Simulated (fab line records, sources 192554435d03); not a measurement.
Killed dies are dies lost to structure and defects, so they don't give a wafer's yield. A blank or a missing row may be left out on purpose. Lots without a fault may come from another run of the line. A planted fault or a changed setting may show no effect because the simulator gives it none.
Which tool did it? | flow n5_finfet | 24 lots, 72 wafers sampled, at 4 steps of a route of 1938

WHAT THE GAUGES READ, wafer by wafer
N5_BEOL_M5_RS_MEAS_57: measures by four-point-probe. Usual: M5_RS 0.386 ohm/sq, standard deviation 0.012.
lot  | measured     | on            | M5_RS (ohm/sq)    | flag
L074 | day 8 17:32  | film_metro-02 | 0.391 0.386 0.382 |
L075 | day 8 23:16  | film_metro-01 | 0.375 0.390 0.370 |
L076 | day 9 10:07  | film_metro-01 | 0.375 0.376 0.374 |
L077 | day 9 12:47  | film_metro-01 | 0.390 0.380 0.389 |
L078 | day 9 18:56  | film_metro-02 | 0.375 0.381 0.381 |
L079 | day 10 11:56 | film_metro-02 | 0.386 0.379 0.386 |
L081 | day 10 14:54 | film_metro-01 | 0.370 0.384 0.375 |
L080 | day 10 16:10 | film_metro-01 | 0.366 0.400 0.392 |
L082 | day 10 18:47 | film_metro-02 | 0.388 0.383 0.381 |
L083 | day 11 00:24 | film_metro-01 | 0.385 0.402 0.393 |
L084 | day 11 08:01 | film_metro-02 | 0.389 0.371 0.392 |
L085 | day 11 17:27 | film_metro-02 | 0.383 0.392 0.369 |
L086 | day 11 20:23 | film_metro-02 | 0.398 0.384 0.367 |
L087 | day 11 21:24 | film_metro-01 | 0.406 0.375 0.399 |
L089 | day 13 03:03 | film_metro-01 | 0.374 0.391 0.392 |
L088 | day 13 03:04 | film_metro-02 | 0.381 0.394 0.387 |
L090 | day 13 04:07 | film_metro-01 | 0.405 0.396 0.415 |
L093 | day 13 09:32 | film_metro-01 | 0.363 0.381 0.375 |
L091 | day 13 10:16 | film_metro-02 | 0.371 0.389 0.385 |
L094 | day 14 09:22 | film_metro-02 | 0.365 0.406 0.383 |
L096 | day 14 12:50 | film_metro-02 | 0.380 0.395 0.400 |
L095 | day 14 21:15 | film_metro-01 | 0.395 0.377 0.388 |
L092 | day 14 19:18 | film_metro-02 | 0.362 0.405 0.375 |
L097 | day 15 04:28 | film_metro-02 | 0.376 0.363 0.388 |

WHICH TOOL RAN EACH LOT (tool, then ch and the chambers of the sampled wafers, then the start)
lot  | N5_BEOL_M5_PRE_CLEAN_45      | N5_BEOL_M5_SPUTTER_90        | N5_BEOL_M5_DEP_56
L074 | pvd_sputter-02, day 8 11:28  | pvd_sputter-03, day 8 16:29  | pecvd-02 ch 0,1,2, day 8 17:28
L075 | pvd_sputter-02, day 8 17:08  | pvd_sputter-01, day 8 22:03  | pecvd-04 ch 0,1, day 8 23:12
L076 | pvd_sputter-01, day 9 03:16  | pvd_sputter-02, day 9 09:04  | pecvd-04 ch 0,1,2, day 9 10:03
L077 | pvd_sputter-01, day 9 06:26  | pvd_sputter-01, day 9 11:41  | pecvd-02 ch 1,2, day 9 12:43
L078 | pvd_sputter-03, day 9 12:23  | pvd_sputter-02, day 9 17:51  | pecvd-03 ch 0,1, day 9 18:52
L079 | pvd_sputter-01, day 10 05:39 | pvd_sputter-03, day 10 10:49 | pecvd-03 ch 1, day 10 11:52
L081 | pvd_sputter-01, day 10 08:46 | pvd_sputter-01, day 10 13:51 | pecvd-02 ch 0,2, day 10 14:50
L080 | pvd_sputter-01, day 10 09:01 | pvd_sputter-02, day 10 14:45 | pecvd-02 ch 0,1,2, day 10 16:07
L082 | pvd_sputter-03, day 10 12:25 | pvd_sputter-03, day 10 17:38 | pecvd-04 ch 0,1, day 10 18:43
L083 | pvd_sputter-02, day 10 18:21 | pvd_sputter-01, day 10 23:16 | pecvd-02 ch 0,1, day 11 00:19
L084 | pvd_sputter-02, day 11 01:23 | pvd_sputter-01, day 11 06:35 | pecvd-03 ch 0,1,2, day 11 07:57
L085 | pvd_sputter-03, day 11 10:45 | pvd_sputter-01, day 11 15:39 | pecvd-04 ch 0,1, day 11 17:23
L086 | pvd_sputter-02, day 11 14:05 | pvd_sputter-02, day 11 19:04 | pecvd-03 ch 0,1,2, day 11 20:19
L087 | pvd_sputter-03, day 11 14:52 | pvd_sputter-03, day 11 20:04 | pecvd-02 ch 1,2, day 11 21:20
L089 | pvd_sputter-02, day 12 21:02 | pvd_sputter-03, day 13 01:52 | pecvd-03 ch 2, day 13 02:57
L088 | pvd_sputter-03, day 12 21:08 | pvd_sputter-01, day 13 02:01 | pecvd-04 ch 1,2, day 13 03:00
L090 | pvd_sputter-01, day 12 21:33 | pvd_sputter-02, day 13 02:56 | pecvd-03 ch 2, day 13 03:59
L093 | pvd_sputter-03, day 13 02:43 | pvd_sputter-01, day 13 07:56 | pecvd-03 ch 0,1,2, day 13 09:28
L091 | pvd_sputter-03, day 13 03:08 | pvd_sputter-03, day 13 08:30 | pecvd-02 ch 0,1,2, day 13 10:12
L094 | pvd_sputter-02, day 14 02:11 | pvd_sputter-03, day 14 08:19 | pecvd-02 ch 0,1,2, day 14 09:18
L096 | pvd_sputter-02, day 14 05:59 | pvd_sputter-02, day 14 11:46 | pecvd-02 ch 0,1, day 14 12:46
L095 | pvd_sputter-02, day 14 12:20 | pvd_sputter-02, day 14 19:53 | pecvd-03 ch 0,1, day 14 21:11
L092 | pvd_sputter-02, day 14 12:34 | pvd_sputter-03, day 14 18:14 | pecvd-03 ch 1,2, day 14 19:14
L097 | pvd_sputter-02, day 14 20:22 | pvd_sputter-03, day 15 03:21 | pecvd-03 ch 0,1, day 15 04:24
- N5_BEOL_M5_PRE_CLEAN_45: time 30 s.
- N5_BEOL_M5_SPUTTER_90: material Cu, target thk 4.5 nm, time 8.29 s.
- N5_BEOL_M5_DEP_56: deposits SiCN from 3MS/NH3, target thk 8 nm, time 14 s.

WHAT THE TOOLS THEMSELVES READ (means of the sampled wafers that have a number; where no wafer has one, the mark that the record gives instead)
N5_BEOL_M5_PRE_CLEAN_45. Usual: heater_power_w 330 W, standard deviation 32; susceptor_temp_C 250.00 C, standard deviation 0.17.
lot  | tool           | heater_power_w (W) | susceptor_temp_C (C) | flag
L074 | pvd_sputter-02 | 305                | 250.20               |
L075 | pvd_sputter-02 | 295                | 250.33               |
L076 | pvd_sputter-01 | 335                | 249.95               |
L077 | pvd_sputter-01 | 321                | 249.95               |
L078 | pvd_sputter-03 | 326                | 249.94               |
L079 | pvd_sputter-01 | 328                | 250.22               |
L081 | pvd_sputter-01 | 318                | 249.83               |
L080 | pvd_sputter-01 | 318                | 250.04               |
L082 | pvd_sputter-03 | 354                | 250.01               |
L083 | pvd_sputter-02 | 339                | 249.86               |
L084 | pvd_sputter-02 | 304                | 249.88               |
L085 | pvd_sputter-03 | 323                | 250.15               |
L086 | pvd_sputter-02 | 318                | 250.00               |
L087 | pvd_sputter-03 | 354                | 249.92               |
L089 | pvd_sputter-02 | 335                | 249.99               |
L088 | pvd_sputter-03 | 338                | 250.21               |
L090 | pvd_sputter-01 | 328                | 249.98               |
L093 | pvd_sputter-03 | 368                | 250.06               |
L091 | pvd_sputter-03 | 358                | 250.00               |
L094 | pvd_sputter-02 | 310                | 249.96               |
L096 | pvd_sputter-02 | 320                | 250.01               |
L095 | pvd_sputter-02 | 321                | 249.99               |
L092 | pvd_sputter-02 | 319                | 249.87               |
L097 | pvd_sputter-02 | 322                | 249.86               |

N5_BEOL_M5_SPUTTER_90. Usual: chuck_sensor_temp_C -15.8 C, standard deviation 0.46; susceptor_temp_C -19.99 C, standard deviation 0.11; throttle_valve_pct 30.0 %, standard deviation 0.95.
lot  | tool           | chuck_sensor_temp_C (C) | susceptor_temp_C (C) | throttle_valve_pct (%) | flag
L074 | pvd_sputter-03 | -15.8                   | -19.87               | 29.6                   |
L075 | pvd_sputter-01 | -15.4                   | -19.93               | 30.4                   |
L076 | pvd_sputter-02 | -15.8                   | -20.03               | 31.0                   |
L077 | pvd_sputter-01 | -15.2                   | -20.08               | 30.3                   |
L078 | pvd_sputter-02 | -15.5                   | -19.86               | 30.4                   |
L079 | pvd_sputter-03 | -15.9                   | -19.99               | 29.2                   |
L081 | pvd_sputter-01 | -15.8                   | -20.06               | 30.0                   |
L080 | pvd_sputter-02 | -15.9                   | -20.01               | 30.9                   |
L082 | pvd_sputter-03 | -15.8                   | -20.06               | 29.5                   |
L083 | pvd_sputter-01 | -15.1                   | -19.89               | 30.2                   |
L084 | pvd_sputter-01 | -15.9                   | -19.97               | 29.4                   |
L085 | pvd_sputter-01 | -15.6                   | -20.08               | 30.6                   |
L086 | pvd_sputter-02 | -15.9                   | -20.01               | 30.1                   |
L087 | pvd_sputter-03 | -16.0                   | -19.99               | 29.0                   |
L089 | pvd_sputter-03 | -16.2                   | -20.04               | 29.1                   |
L088 | pvd_sputter-01 | -15.7                   | -20.04               | 30.7                   |
L090 | pvd_sputter-02 | -15.9                   | -20.07               | 31.0                   |
L093 | pvd_sputter-01 | -15.6                   | -19.97               | 30.6                   |
L091 | pvd_sputter-03 | -16.1                   | -20.04               | 29.4                   |
L094 | pvd_sputter-03 | -16.4                   | -20.08               | 28.5                   |
L096 | pvd_sputter-02 | -15.9                   | -20.03               | 31.0                   |
L095 | pvd_sputter-02 | -16.0                   | -19.89               | 30.9                   |
L092 | pvd_sputter-03 | -16.3                   | -19.86               | 29.0                   |
L097 | pvd_sputter-03 | -15.8                   | -20.01               | 29.5                   |

N5_BEOL_M5_DEP_56. Usual: showerhead_plenum_p_Torr 3.665 Torr, standard deviation 0.016; throttle_valve_pct 8.8 %, standard deviation 0.44.
lot  | tool     | showerhead_plenum_p_Torr (Torr) | throttle_valve_pct (%) | flag
L074 | pecvd-02 | 3.659                           | 8.8                    |
L075 | pecvd-04 | 3.675                           | 8.8                    |
L076 | pecvd-04 | 3.675                           | 8.9                    |
L077 | pecvd-02 | 3.659                           | 8.7                    |
L078 | pecvd-03 | 3.650                           | 8.9                    |
L079 | pecvd-03 | 3.646                           | 8.8                    |
L081 | pecvd-02 | 3.670                           | 8.5                    |
L080 | pecvd-02 | 3.659                           | 8.9                    |
L082 | pecvd-04 | 3.678                           | 9.1                    |
L083 | pecvd-02 | 3.654                           | 9.3                    |
L084 | pecvd-03 | 3.657                           | 8.8                    |
L085 | pecvd-04 | 3.686                           | 8.8                    |
L086 | pecvd-03 | 3.664                           | 8.8                    |
L087 | pecvd-02 | 3.657                           | 8.7                    |
L089 | pecvd-03 | 3.663                           | 8.6                    |
L088 | pecvd-04 | 3.678                           | 9.1                    |
L090 | pecvd-03 | 3.665                           | 8.6                    |
L093 | pecvd-03 | 3.662                           | 8.7                    |
L091 | pecvd-02 | 3.660                           | 9.0                    |
L094 | pecvd-02 | 3.662                           | 8.9                    |
L096 | pecvd-02 | 3.657                           | 9.3                    |
L095 | pecvd-03 | 3.653                           | 8.9                    |
L092 | pecvd-03 | 3.648                           | 8.7                    |
L097 | pecvd-03 | 3.653                           | 8.7                    |

THE ANSWER, worked out from the rows above alone
Rule: a lot is off if the mean of its wafers that have a number lies more than 3 standard deviations from the usual mean. A lot without any number at a reading at which 4 lots or more have one is off too. The other lots that the step has rows for count as sound. The gauges are gone through in route order, then the tools' own readings, and for those a lot's mean is taken as printed above. The first step at which some lot is off is used, and at that step the reading that is off furthest; a lot without a number counts as furthest.
No lot is off at any reading shown: from this, nothing can be told.

WHAT THE SIMULATOR HAD PUT IN
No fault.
